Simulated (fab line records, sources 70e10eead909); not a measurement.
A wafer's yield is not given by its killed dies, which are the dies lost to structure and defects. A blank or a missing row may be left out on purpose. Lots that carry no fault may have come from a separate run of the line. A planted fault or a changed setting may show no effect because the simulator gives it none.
Which tool did it?	flow nandHarc	13 lots with 39 wafers sampled at 5 steps, on a route of 1302 steps

## WHAT THE GAUGES SHOWED, per wafer
NHARC_A_BONDPAD_CD_MEAS_09 targets a cd of 500 nm.
lot	measured	on	cdNm (nm)
L499	day 22 23:31	cdSem-03	495.6 501.9 498.3
L500	day 23 13:13	cdSem-03	499.8 495.3 499.5
L501	day 23 13:34	cdSem-02	500.4 500.4 502.8
L502	day 23 15:35	cdSem-02	499.3 501.6
L503	day 24 07:44	cdSem-03	498.6 498.7 501.3
L505	day 25 15:15	cdSem-03	502.9 499.5 497.5
L511	day 28 17:33	cdSem-03	496.6 500.7 500.6
L513	day 28 23:48	cdSem-02	498.5 497.1 498.7
L515	day 29 18:07	cdSem-03	498.7 496.7 496.3
L517	day 30 20:20	cdSem-02	495.8 501.2 499.5
L519	day 31 01:17	cdSem-03	497.2 497.2 497.5
L518	day 31 02:59	cdSem-02	501.3 501.4 499.7
L522	day 32 20:56	cdSem-03	501.1 497.3 499.2

NHARC_A_BONDPAD_CD_MEAS_13.
lot	measured	on	cdNm (nm)
L499	day 23 00:05	cdSem-03	495.5 502.1 497.9
L500	day 23 13:47	cdSem-01	500.1 494.7 499.9
L501	day 23 14:08	cdSem-03	500.7 500.9 502.9
L502	day 23 16:07	cdSem-02	498.9 502.3
L503	day 24 08:16	cdSem-03	497.3 497.5 500.3
L505	day 25 15:47	cdSem-01	502.8 499.8 496.9
L511	day 28 18:05	cdSem-01	494.5 499.1 499.7
L513	day 29 00:20	cdSem-02	497.1 496.9 498.5
L515	day 29 18:38	cdSem-01	499.3 496.3 495.9
L517	day 30 20:52	cdSem-02	495.1 501.3 498.7
L519	day 31 01:49	cdSem-02	496.4 494.7 495.9
L518	day 31 03:30	cdSem-03	501.8 502.0 498.8
L522	day 32 21:28	cdSem-02	500.3 496.2 499.3

NHARC_END_SORT_01.
lot	measured	on	defectLimitedYield (%)	killedAtArray	killedAtOther	killedAtPeriphery	killedDies	killedOpen	killedShort
L502	day 25 08:20	prober-02	3.0 89.8 92.5	54 66 51	2 0 0	601 3 0	657 69 51	4 6 1	2 0 2
L511	day 30 06:25	prober-01	91.0	57	1	3	61	7	2
L513	day 30 12:36	prober-02	91.6 92.9 91.4	47 40 48	1 0 0	9 8 10	57 48 58	3 4 5	2 3 4
L515	day 31 07:37	prober-02	90.0	60	0	8	68	1	3

## EACH LOT AND THE TOOL THAT RAN IT (in order: tool; ch and the chambers of the sampled wafers; start)
lot	NHARC_P_M0_PVD_21	NHARC_A_M1_CMP_23
L499	pvdSputter-02, day 6 06:47	cmp-04 ch 1,2, day 22 21:15
L500	pvdSputter-03, day 6 14:17	cmp-03 ch 0,2,3, day 23 10:50
L501	pvdSputter-02, day 7 02:38	cmp-03 ch 0,1,2, day 23 11:10
L502	pvdSputter-02, day 7 06:47	cmp-02 ch 0,3, day 23 13:17
L503	pvdSputter-03, day 7 21:53	cmp-04 ch 1,2,3, day 24 05:30
L505	pvdSputter-03, day 8 17:26	cmp-04 ch 1,3, day 25 12:52
L511	pvdSputter-03, day 11 13:16	cmp-04 ch 0,1,2, day 28 15:20
L513	pvdSputter-03, day 12 03:08	cmp-04 ch 0,2,3, day 28 21:25
L515	pvdSputter-01, day 13 00:53	cmp-02 ch 0,3, day 29 15:42
L517	pvdSputter-03, day 13 13:53	cmp-02 ch 0,1,3, day 30 18:05
L519	pvdSputter-02, day 14 05:35	cmp-04 ch 0,2,3, day 30 22:53
L518	pvdSputter-02, day 14 07:02	cmp-04 ch 1,2,3, day 31 00:34
L522	pvdSputter-02, day 16 00:49	cmp-02 ch 0,2, day 32 18:35
- NHARC_P_M0_PVD_21: deposits Cu, target thk 30 nm, time 20.49 s.
- NHARC_A_M1_CMP_23: polishes, t overpolish 20 s, target thk 154.34 nm.

## WHAT THE TOOLS THEMSELVES READ (means of the sampled wafers that have a number; where no wafer has one, the mark that the record gives instead)
NHARC_P_M0_PVD_21.
lot	tool	throttleValvePct (%)
L499	pvdSputter-02	29.1
L500	pvdSputter-03	29.5
L501	pvdSputter-02	30.9
L502	pvdSputter-02	30.1
L503	pvdSputter-03	29.4
L505	pvdSputter-03	29.2
L511	pvdSputter-03	30.2
L513	pvdSputter-03	29.4
L515	pvdSputter-01	30.0
L517	pvdSputter-03	29.3
L519	pvdSputter-02	29.8
L518	pvdSputter-02	29.8
L522	pvdSputter-02	29.3

NHARC_A_M1_CMP_23.
lot	tool	motorCurrentA (A)	retainingRingPressureFrac	timeToEndpointS (s)
L499	cmp-04	13.3	1.001	29.9
L500	cmp-03	11.8	1.001	32.1
L501	cmp-03	12.0	1.000	30.1
L502	cmp-02	11.2	1.003	28.9
L503	cmp-04	12.2	0.998	32.5
L505	cmp-04	10.5	0.995	28.3
L511	cmp-04	12.9	1.001	28.2
L513	cmp-04	12.4	1.000	30.1
L515	cmp-02	11.5	1.000	27.6
L517	cmp-02	11.6	1.001	30.1
L519	cmp-04	11.7	1.006	30.6
L518	cmp-04	11.8	1.002	27.1
L522	cmp-02	12.4	1.000	26.0

## THE ANSWER, worked out from the rows above alone
Rule: the lots themselves supply what counts as usual. Put in order of their means at a reading, lots are off if they are a third of the lots or fewer, leave a main group of 4 or more, and stand apart from it by a gap of 3 or more times the standard deviation of the main group's means; of several such gaps the widest counts. A main group whose means are all the same, to the digits that the tables above print for the reading, isn't used. A lot without any number at a reading at which 4 lots or more have one is off too. All remaining lots with rows at the step are treated as sound. Order of review: gauges by route order, followed by the tools' own readings, for which a lot's mean as printed above is used. At the first step where some lot is off, the reading lying furthest off is the one used; lots without a number count as furthest.
No lot is off at any reading shown: from this, nothing can be told.

## WHAT THE SIMULATOR HAD INSERTED
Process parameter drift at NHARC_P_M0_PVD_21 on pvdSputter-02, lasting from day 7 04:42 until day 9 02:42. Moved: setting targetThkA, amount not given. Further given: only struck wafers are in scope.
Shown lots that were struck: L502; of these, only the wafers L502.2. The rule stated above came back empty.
